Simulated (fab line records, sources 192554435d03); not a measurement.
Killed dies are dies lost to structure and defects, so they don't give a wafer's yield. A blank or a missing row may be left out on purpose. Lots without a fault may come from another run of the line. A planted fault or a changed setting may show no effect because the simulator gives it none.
A struck lot beside a sound one | flow n5_finfet | 38 steps out of a route of 1938
Sound: wafers L684.2, L684.3, L684.6. Struck: wafer L690.1. (L690.4 of the same lot was not struck and is left out.) The cause comes at the end.
At each step with rows: each side's tool, then ch and its chambers, then its first start. Under that, the readings that differ: sound wafers | struck wafers | difference of the means | sigmas: that difference in standard deviations of wafers without a fault.
alike: readings whose means differ by less than 2 such deviations, and words and numbers that are the same on both sides. not compared: withheld readings, readings that some wafer has no value for, bounds like >300 that may hide the same value, and numbers for which the record gives no deviation and whose values overlap.
The two part at a step that has a row with sigmas, a row that says differs or no value, or rows on one side only. Numbers that don't overlap but have no deviation are shown without sigmas and don't part them. A reading that every wafer of one side lacks parts them only if that side has two wafers or more.

first, 9 steps without rows for these wafers: N5_BEOL_M14_PRE_CLEAN_42 (time 30 s); N5_BEOL_M14_SPUTTER_43 (material TaN, target thk 15 nm, time 24.19 s); N5_BEOL_M14_SPUTTER_44 (material Ta, target thk 15 nm, time 24.19 s); N5_BEOL_M14_SPUTTER_45 (material Cu, target thk 100 nm, time 16.67 s); N5_BEOL_M14_ECD_47 (material Cu, target thk 1248 nm); N5_BEOL_M14_ANNEAL_48 (time 90 s); N5_BEOL_M14_CMP_49 (polishes, stops on SiO2, t overpolish 5.2 s, target thk 560 nm); N5_BEOL_M14_PRE_CLEAN_52 (time 15 s); N5_BEOL_M14_DEP_53 (deposits SiCN from 3MS/NH3, target thk 50 nm, time 17.8 s).
N5_BEOL_M15_ILD_DEP_00: deposits SiO2 from TEOS/O2, target thk 1629.3 nm, time 346.1 s.
  sound on pecvd-02 ch 0,1,2, day 13 08:54; struck on pecvd-02 ch 1, day 14 03:23
  reading                                       | sound             | struck | difference | sigmas
  run_length_s (s)                              | 388.6 388.7 389.4 | 245.3  | -143.6     | -99 or more
  model.SiO2_of_BEOL_M15_ILD_DEP_00.thk_nm (nm) | 1616 1623 1632    | 939.8  | -683.9     |
  alike: heater_power_w, showerhead_plenum_p_Torr, throttle_valve_pct
N5_BEOL_M15_THK_MEAS_01:
  sound on film_metro-02, day 13 09:09; struck on film_metro-02, day 14 03:44
  reading          | sound          | struck | difference | sigmas
  M15_ILD_THK (nm) | 1616 1623 1632 | 941    | -683       | -31
then, 10 steps without rows for these wafers: N5_BEOL_M15_COAT_58 (time 60 s, resist thk 89 nm); N5_BEOL_M15_COAT_04 (resist thk 800 nm); N5_BEOL_M15_EBR_06; N5_BEOL_M15_SOFTBAKE_05 (time 60 s); N5_BEOL_M15_EXPOSE_07 (exposes mask V14); N5_BEOL_M15_PEB_08 (peb time 90 s); N5_BEOL_M15_DEVELOP_09 (develop time 45 s); N5_BEOL_M15_HARDBAKE_14 (time 120 s); N5_BEOL_M15_DESCUM_15 (chemistry O2, time 7.9 s); N5_BEOL_M15_ETCH_59 (etches BARC in N2/H2, target depth 89 nm, overetch 26.7 nm, time 67.9 s).
N5_BEOL_M15_VIA_ETCH_16: etches SiO2 in C4F8/O2/Ar, target depth 1792.2 nm.
  sound on rie_diel-03 ch 1,2,3, day 13 09:38; struck on rie_diel-03 ch 3, day 14 04:28
  reading                                    | sound           | struck | difference | sigmas
  model.etch.depth_nm (nm)                   | 1616 1623 1632  | 939.7  | -684.0     |
  model.coat_of_BEOL_M15_COAT_04.thk_nm (nm) | 333 339.2 330.8 | 496.2  | +161.9     |
  alike: C4F8_flow_sccm, O2_flow_sccm, drypump_motor_current_A, oes_f_703_au, oes_product_au, rf_vpp_V, showerhead_plenum_p_Torr, throttle_valve_pct
then, 4 steps without rows for these wafers: N5_BEOL_M15_STRIP_63 (strips in O2); N5_BEOL_M15_STRIP_64 (strips in O2); N5_BEOL_M15_STRIP_65 (strips in post etch residue remover, time 60 s); N5_BEOL_M15_SRD_66 (time 30 s, dry time 30 s).
N5_BEOL_M15_CD_MEAS_17: target cd 360 nm.
  sound on cd_sem-03, day 13 10:02; struck on cd_sem-02, day 14 04:52
  reading    | sound             | struck | difference | sigmas
  cd_nm (nm) | 360.6 365.1 361.3 | 353.2  | -9.1       | -5
then, 9 steps without rows for these wafers: N5_BEOL_M15_COAT_56 (time 60 s, resist thk 550 nm); N5_BEOL_M15_ETCH_57 (etches SOC in N2/H2, time 750 s); N5_BEOL_M15_COAT_60 (time 60 s, resist thk 89 nm); N5_BEOL_M15_COAT_22 (resist thk 800 nm); N5_BEOL_M15_EBR_24; N5_BEOL_M15_SOFTBAKE_23 (time 60 s); N5_BEOL_M15_EXPOSE_25 (exposes mask M15, target cd 400 nm); N5_BEOL_M15_PEB_26 (peb time 90 s); N5_BEOL_M15_DEVELOP_27 (develop time 45 s).
N5_BEOL_M15_CMP_49: polishes, stops on SiO2, t overpolish 4.9 s, target thk 850 nm.
  sound on cmp-03 ch 0,1,3, day 13 13:18; struck on cmp-03 ch 3, day 14 11:22
  reading                                       | sound          | struck | difference | sigmas
  model.SiO2_of_BEOL_M15_ILD_DEP_00.thk_nm (nm) | 1536 1544 1552 | 859.6  | -684.4     |
  alike: clearing_platen_down_force_psi, motor_current_A
N5_PASSIVATION_PROBE_49:
  the record has rows for the sound wafers here (prober-02, day 14 10:43) and none for the struck ones

WHERE THEY PART
First at N5_BEOL_M15_ILD_DEP_00; last, within this record, at N5_PASSIVATION_PROBE_49.

WHY: what the simulator had put in
Process parameter drift: pecvd-02, from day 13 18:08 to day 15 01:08, at N5_BEOL_M15_ILD_DEP_00. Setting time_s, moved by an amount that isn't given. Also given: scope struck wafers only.
